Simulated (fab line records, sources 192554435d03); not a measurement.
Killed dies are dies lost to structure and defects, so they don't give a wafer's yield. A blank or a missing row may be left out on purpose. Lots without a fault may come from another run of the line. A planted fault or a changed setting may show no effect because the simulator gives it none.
Chamber matching | flow n5_finfet | N5_BEOL_M9_ETCH_76 on rie_diel-02: 4 sister chambers
The step etches underlayer in N2/H2, target depth 6.5 nm, time 5.2 s. 4 wafers are shown with their chamber, then 10 later ones without.

WAFERS WITH THEIR CHAMBER
wafer  | chamber | drypump_motor_current_A (A)
L085.2 | 0       | 5.8
L089.6 | 2       | 6.1
L093.2 | 1       | 6.4
L093.3 | 3       | 4.7

WAFERS WITHOUT THEIR CHAMBER
wafer  | drypump_motor_current_A (A)
L093.4 | 5.8
L095.1 | 5.7
L095.3 | 4.7
L095.6 | 6.1
L096.1 | 5.8
L096.2 | 6.4
L096.3 | 4.7
L096.4 | 6.1
L096.5 | 6.1
L096.6 | 6.4

WHICH CHAMBER EACH WENT THROUGH
wafer  | from the rows above | in truth
L093.4 | 0                   | 0
L095.1 | 0                   | 0
L095.3 | 3                   | 3
L095.6 | 2                   | 2
L096.1 | 0                   | 0
L096.2 | 1                   | 1
L096.3 | 3                   | 3
L096.4 | 2                   | 2
L096.5 | 2                   | 2
L096.6 | 1                   | 1
Placed correctly: 10 of 10. Can't be placed from these rows: 0. Placed wrongly: 0.
How it was worked out, from the rows above alone: a wafer's distance from a chamber is the root of the sum, over the readings, of the square of ((its reading less the chamber's mean) divided by the reading's scatter). The wafer belongs to the nearest chamber; if the next one is less than 2 further off, it can't be placed. A chamber's mean is the mean of its shown wafers. The scatter: with one shown wafer a chamber, the root of the mean of the squares of how far each hidden wafer lies from its nearest shown one.
